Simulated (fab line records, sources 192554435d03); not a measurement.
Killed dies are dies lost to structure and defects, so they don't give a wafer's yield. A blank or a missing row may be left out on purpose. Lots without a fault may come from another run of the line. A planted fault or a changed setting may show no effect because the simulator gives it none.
Which tool did it? | flow n5_finfet | 9 lots, 27 wafers sampled, at 5 steps of a route of 1938

WHAT THE GAUGES READ, wafer by wafer
N5_BEOL_M2_INSPECT_59: inspects for defects (darkfield). Usual: raw_defect_count 74, standard deviation 25.
lot  | measured     | on                | raw_defect_count | flag
L690 | day 6 22:48  | defect_inspect-01 | 76 65 73         |
L692 | day 7 11:31  | defect_inspect-02 | 66 49 91         |
L695 | day 7 20:59  | defect_inspect-01 | 56 73 80         |
L696 | day 8 12:04  | defect_inspect-02 | 66 80 88         |
L698 | day 8 19:26  | defect_inspect-02 | 76 146 130       |
L699 | day 9 09:53  | defect_inspect-02 | 100 98 113       |
L709 | day 11 11:10 | defect_inspect-01 | 49 49 43         |
L710 | day 11 20:22 | defect_inspect-01 | 58 53 76         |
L713 | day 12 13:19 | defect_inspect-01 | 48 43 53         |

N5_BEOL_M4_RC_MEAS_101. Usual: DIBL_N 36.3 mV/V, standard deviation 1.7; DIBL_P 36.5 mV/V, standard deviation 1.8; IOFF_N 0.16 nA/um, standard deviation 0.033; IOFF_P 0.21 nA/um, standard deviation 0.037; ION_N 675 uA/um, standard deviation 11; ION_P 462 uA/um, standard deviation 7.9; SS_N 71.6 mV/dec, standard deviation 0.64; SS_P 73.3 mV/dec, standard deviation 0.68; VT_N 249 mV, standard deviation 3.3; VT_P -250 mV, standard deviation 3.3.
lot  | measured     | on        | DIBL_N (mV/V)  | DIBL_P (mV/V)  | IOFF_N (nA/um) | IOFF_P (nA/um) | ION_N (uA/um) | ION_P (uA/um) | SS_N (mV/dec)  | SS_P (mV/dec)  | VT_N (mV)   | VT_P (mV)      | flag
L690 | day 7 15:28  | prober-01 | 35.4 35.3 34.9 | 36.0 36.6 36.1 | 0.14 0.15 0.15 | 0.19 0.20 0.19 | 666 684 678   | 457 469 466   | 71.4 71.6 71.6 | 73.2 73.9 73.7 | 253 249 253 | -255 -252 -252 |
L692 | day 8 07:23  | prober-01 | 37.0 35.9 36.4 | 37.9 36.4 36.4 | 0.16 0.14 0.14 | 0.23 0.22 0.21 | 674 669 675   | 464 461 471   | 71.5 71.1 71.3 | 73.7 73.5 73.1 | 249 251 251 | -251 -250 -250 |
L695 | day 8 14:51  | prober-02 | 37.3 33.8 35.5 | 37.5 33.5 36.1 | 0.18 0.12 0.15 | 0.23 0.17 0.21 | 680 677 683   | 470 471 476   | 71.2 70.7 72.1 | 72.8 71.7 72.8 | 247 255 250 | -250 -253 -250 |
L696 | day 9 10:17  | prober-01 | 37.3 36.6 37.0 | 38.4 36.7 37.8 | 0.18 0.17 0.17 | 0.24 0.22 0.24 | 680 688 676   | 466 459 465   | 72.3 71.7 72.3 | 72.8 72.8 73.0 | 247 250 249 | -251 -253 -248 |
L709 | day 12 03:55 | prober-01 | 37.3 36.3 37.3 | 36.6 35.8 36.4 | 0.16 0.15 0.17 | 0.23 0.22 0.23 | 678 662 667   | 472 460 464   | 71.4 71.4 71.9 | 72.5 73.4 73.5 | 254 253 249 | -245 -248 -247 |
L710 | day 13 00:05 | prober-02 | 33.4 35.3 34.3 | 33.1 34.8 33.9 | 0.13 0.16 0.14 | 0.17 0.19 0.18 | 682 677 672   | 465 462 459   | 71.4 71.3 71.9 | 72.7 73.6 73.2 | 251 247 250 | -254 -251 -252 |
L713 | day 13 10:06 | prober-01 | 33.2 36.3 36.8 | 33.6 37.7 38.6 | 0.12 0.18 0.19 | 0.16 0.21 0.22 | 669 678 677   | 452 461 458   | 71.2 71.9 72.1 | 72.4 74.4 74.3 | 252 248 246 | -256 -250 -253 |

WHICH TOOL RAN EACH LOT (tool, then ch and the chambers of the sampled wafers, then the start)
lot  | N5_BEOL_M3_STRIP_19                | N5_BEOL_M3_VIA_ETCH_34             | N5_BEOL_M3_ANNEAL_82
L690 | rie_diel-05 ch 0,2, day 7 00:05    | rie_diel-05 ch 0,2, day 7 01:03    | pvd_sputter-01, day 7 03:07
L692 | rie_diel-02 ch 0,1,2, day 7 13:12  | rie_diel-02 ch 0,1, day 7 16:35    | pvd_sputter-03, day 7 19:56
L695 | rie_diel-04 ch 0,1,2, day 7 23:58  | rie_diel-02 ch 2,3, day 8 02:20    | pvd_sputter-03, day 8 04:33
L696 | rie_diel-04 ch 0,3, day 8 14:08    | rie_diel-02 ch 0,2,3, day 8 17:44  | pvd_sputter-02, day 8 19:36
L698 | rie_diel-05 ch 0,1,3, day 8 22:19  | rie_diel-04 ch 0,1,2, day 9 01:47  | pvd_sputter-02, day 9 05:28
L699 | rie_diel-05 ch 1,2,3, day 9 11:34  | rie_diel-02 ch 1,2,3, day 9 12:28  | pvd_sputter-02, day 9 14:32
L709 | rie_diel-05 ch 2,3, day 11 13:43   | rie_diel-02 ch 1,2,3, day 11 15:05 | pvd_sputter-02, day 11 17:13
L710 | rie_diel-02 ch 0,1,2, day 12 00:32 | rie_diel-02 ch 0,1,2, day 12 09:01 | pvd_sputter-01, day 12 12:04
L713 | rie_diel-02 ch 1,2, day 12 15:39   | rie_diel-02 ch 1,2, day 12 21:16   | pvd_sputter-01, day 12 23:06
- N5_BEOL_M3_STRIP_19: strips in O2.
- N5_BEOL_M3_VIA_ETCH_34: etches the open film in C4F6/O2, target depth 69.4 nm, time 65.9 s.
- N5_BEOL_M3_ANNEAL_82: time 240 s.

WHAT THE TOOLS THEMSELVES READ (means of the sampled wafers that have a number; where no wafer has one, the mark that the record gives instead)
N5_BEOL_M3_STRIP_19. Usual: chamber_pressure_mTorr 30.000 mTorr, standard deviation 0.028; drypump_motor_current_A 5.8 A, standard deviation 0.43; oes_product_au 0.76 a.u., standard deviation 0.074; rf_vpp_V 3.7 V, standard deviation 0.48; showerhead_plenum_p_Torr 2.09 Torr, standard deviation 0.063; throttle_valve_pct 16.76 %, standard deviation 0.2.
lot  | tool        | chamber_pressure_mTorr (mTorr) | drypump_motor_current_A (A) | oes_product_au (a.u.) | rf_vpp_V (V) | showerhead_plenum_p_Torr (Torr) | throttle_valve_pct (%) | flag
L690 | rie_diel-05 | 30.007                         | 5.8                         | 0.80                  | 4.0          | 2.15                            | 16.69                  |
L692 | rie_diel-02 | 29.979                         | 6.0                         | 0.75                  | 3.3          | 2.10                            | 16.91                  |
L695 | rie_diel-04 | 29.997                         | 5.5                         | 0.78                  | 3.5          | 2.07                            | 16.76                  |
L696 | rie_diel-04 | 30.041                         | 5.2                         | 0.71                  | 3.8          | 2.01                            | 16.70                  |
L698 | rie_diel-05 | 29.986                         | 6.2                         | 0.77                  | 3.7          | 2.11                            | 16.73                  |
L699 | rie_diel-05 | 30.007                         | 5.9                         | 0.73                  | 3.8          | 2.13                            | 16.69                  |
L709 | rie_diel-05 | 30.002                         | 5.6                         | 0.72                  | 3.4          | 2.12                            | 16.68                  |
L710 | rie_diel-02 | 29.995                         | 6.0                         | 0.72                  | 3.6          | 2.09                            | 16.96                  |
L713 | rie_diel-02 | 30.009                         | 6.2                         | 0.72                  | 3.7          | 2.12                            | 16.94                  |

N5_BEOL_M3_VIA_ETCH_34. Usual: C4F6_flow_sccm 10.00 sccm, standard deviation 0.03; O2_flow_sccm 10.00 sccm, standard deviation 0.031; chamber_pressure_mTorr 15.000 mTorr, standard deviation 0.015; drypump_motor_current_A 5.9 A, standard deviation 0.38; oes_ar_750_au 0.75 a.u., standard deviation 0.066; oes_product_au 0.75 a.u., standard deviation 0.07; rf_vpp_V 662 V, standard deviation 9; showerhead_plenum_p_Torr 2.84 Torr, standard deviation 0.075; throttle_valve_pct 30.76 %, standard deviation 0.24.
lot  | tool        | C4F6_flow_sccm (sccm) | O2_flow_sccm (sccm) | chamber_pressure_mTorr (mTorr) | drypump_motor_current_A (A) | oes_ar_750_au (a.u.) | oes_product_au (a.u.) | rf_vpp_V (V) | showerhead_plenum_p_Torr (Torr) | throttle_valve_pct (%) | flag
L690 | rie_diel-05 | 9.98                  | 10.02               | 15.022                         | 5.6                         | 0.77                 | 0.76                  | 656          | 2.92                            | 30.55                  |
L692 | rie_diel-02 | 9.99                  | 9.97                | 14.992                         | 5.9                         | 0.74                 | 0.75                  | 671          | 2.80                            | 30.92                  |
L695 | rie_diel-02 | 10.02                 | 10.02               | 15.000                         | 6.1                         | 0.73                 | 0.72                  | 665          | 2.90                            | 30.72                  |
L696 | rie_diel-02 | 10.00                 | 9.99                | 14.990                         | 6.0                         | 0.72                 | 0.73                  | 666          | 2.85                            | 30.72                  |
L698 | rie_diel-04 | -                     | -                   | -                              | -                           | -                    | -                     | -            | -                               | -                      | OFF
L699 | rie_diel-02 | -                     | -                   | -                              | -                           | -                    | -                     | -            | -                               | -                      | OFF
L709 | rie_diel-02 | 9.98                  | 10.01               | 15.002                         | 6.1                         | 0.72                 | 0.72                  | 664          | 2.82                            | 30.88                  |
L710 | rie_diel-02 | 10.00                 | 9.98                | 15.004                         | 6.0                         | 0.71                 | 0.72                  | 669          | 2.82                            | 30.95                  |
L713 | rie_diel-02 | 10.02                 | 10.00               | 15.007                         | 6.2                         | 0.72                 | 0.71                  | 667          | 2.86                            | 30.95                  |

N5_BEOL_M3_ANNEAL_82. Usual: heater_power_w 884 W, standard deviation 140.
lot  | tool           | heater_power_w (W) | flag
L690 | pvd_sputter-01 | 868                |
L692 | pvd_sputter-03 | 835                |
L695 | pvd_sputter-03 | 926                |
L696 | pvd_sputter-02 | 876                |
L698 | pvd_sputter-02 | 943                |
L699 | pvd_sputter-02 | 881                |
L709 | pvd_sputter-02 | 807                |
L710 | pvd_sputter-01 | 904                |
L713 | pvd_sputter-01 | 846                |

THE ANSWER, worked out from the rows above alone
Rule: a lot is off if the mean of its wafers that have a number lies more than 3 standard deviations from the usual mean. A lot without any number at a reading at which 4 lots or more have one is off too. The other lots that the step has rows for count as sound. The gauges are gone through in route order, then the tools' own readings, and for those a lot's mean is taken as printed above. The first step at which some lot is off is used, and at that step the reading that is off furthest; a lot without a number counts as furthest.
Off: L698, L699, at N5_BEOL_M3_VIA_ETCH_34 (C4F6_flow_sccm). Without a number there: L698, L699.
A tool fits if, at that step or a process step before it, it ran every lot that is off, and no sound lot after the first of them. None of those tried fits.

WHAT THE SIMULATOR HAD PUT IN
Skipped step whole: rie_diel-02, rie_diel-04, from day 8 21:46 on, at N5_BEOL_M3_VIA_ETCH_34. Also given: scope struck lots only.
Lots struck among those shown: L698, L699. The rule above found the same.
